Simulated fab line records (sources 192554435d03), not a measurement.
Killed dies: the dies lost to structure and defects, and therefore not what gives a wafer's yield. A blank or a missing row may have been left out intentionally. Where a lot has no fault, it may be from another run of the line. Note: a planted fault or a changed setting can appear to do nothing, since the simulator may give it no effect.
The tool behind it: which one? / flow n5 finfet / 11 lots with 33 wafers sampled at 2 steps, on a route of 1938 steps

== WHAT EACH GAUGE READ, for each wafer ==
N5_BEOL_M7_CD_MEAS_11: target cd 38.5 nm.
lot=L681; measured=day 9 13:44; on=cd sem-02; cd nm (nm)=38.2 37.6 38.5
lot=L683; measured=day 10 13:04; on=cd sem-02; cd nm (nm)=38.4 39.2 38.9
lot=L685; measured=day 10 17:24; on=cd sem-03; cd nm (nm)=38.5 38.2 38.4
lot=L686; measured=day 11 05:58; on=cd sem-01; cd nm (nm)=38.5 38.0 38.7
lot=L688; measured=day 11 19:22; on=cd sem-03; cd nm (nm)=39.0 38.9 39.0
lot=L689; measured=day 11 22:49; on=cd sem-02; cd nm (nm)=37.8 38.8 39.1
lot=L691; measured=day 12 06:53; on=cd sem-01; cd nm (nm)=38.9 39.0 39.2
lot=L694; measured=day 12 15:44; on=cd sem-03; cd nm (nm)=38.7 38.6 38.9
lot=L698; measured=day 13 13:56; on=cd sem-01; cd nm (nm)=38.6 38.2 38.5
lot=L699; measured=day 14 07:20; on=cd sem-01; cd nm (nm)=37.9 38.4 38.0
lot=L702; measured=day 14 22:51; on=cd sem-02; cd nm (nm)=37.9 38.5 38.6

N5_BEOL_M7_OVL_MEAS_12.
lot=L681; measured=day 9 13:45; on=overlay-02; M7_OVL (nm)=0.2 -0.6 -1.0
lot=L683; measured=day 10 13:05; on=overlay-01; M7_OVL (nm)=-0.9 -0.7 -0.8
lot=L685; measured=day 10 17:26; on=overlay-02; M7_OVL (nm)=0.0 0.6 -0.5
lot=L686; measured=day 11 05:59; on=overlay-02; M7_OVL (nm)=-0.7 -0.8 -0.9
lot=L688; measured=day 11 19:24; on=overlay-01; M7_OVL (nm)=0.7 0.9 0.1
lot=L689; measured=day 11 22:50; on=overlay-01; M7_OVL (nm)=-0.7 -0.5 0.1
lot=L691; measured=day 12 06:55; on=overlay-02; M7_OVL (nm)=0.5 -0.3 0.1
lot=L694; measured=day 12 15:46; on=overlay-01; M7_OVL (nm)=-0.3 -0.9 -1.4
lot=L698; measured=day 13 13:58; on=overlay-02; M7_OVL (nm)=-0.4 -1.1 -0.4
lot=L699; measured=day 14 07:22; on=overlay-01; M7_OVL (nm)=-1.5 -0.5 -0.4
lot=L702; measured=day 14 22:53; on=overlay-01; M7_OVL (nm)=-0.6 -1.1 -1.6

== WHICH TOOL RAN EACH LOT (tool, then ch and the chambers of the sampled wafers, then the start) ==
The record holds no process step before these readings.

== WHAT THE TOOLS THEMSELVES READ (means of the sampled wafers that have a number; where no wafer has one, the mark that the record gives instead) ==
The record holds no such reading with a usual standard deviation.

== THE ANSWER, worked out from the rows above alone ==
Rule: what is usual is taken from the lots themselves. Put in order of their means at a reading, lots are off if they are a third of the lots or fewer, leave a main group of 4 or more, and stand apart from it by a gap of 3 or more times the standard deviation of the main group's means; of several such gaps the widest counts. Not used: any main group whose means are identical at the precision the tables above print for the reading. A lot without any number at a reading at which 4 lots or more have one is off too. Any other lot the step has rows for is counted as sound. Order of review: gauges by route order, followed by the tools' own readings, for which a lot's mean as printed above is used. The first step at which some lot is off is used, and at that step the reading that is off furthest; a lot without a number counts as furthest.
Nothing can be told from this: no lot is off at any reading shown.

== WHAT HAD BEEN PUT IN BY THE SIMULATOR ==
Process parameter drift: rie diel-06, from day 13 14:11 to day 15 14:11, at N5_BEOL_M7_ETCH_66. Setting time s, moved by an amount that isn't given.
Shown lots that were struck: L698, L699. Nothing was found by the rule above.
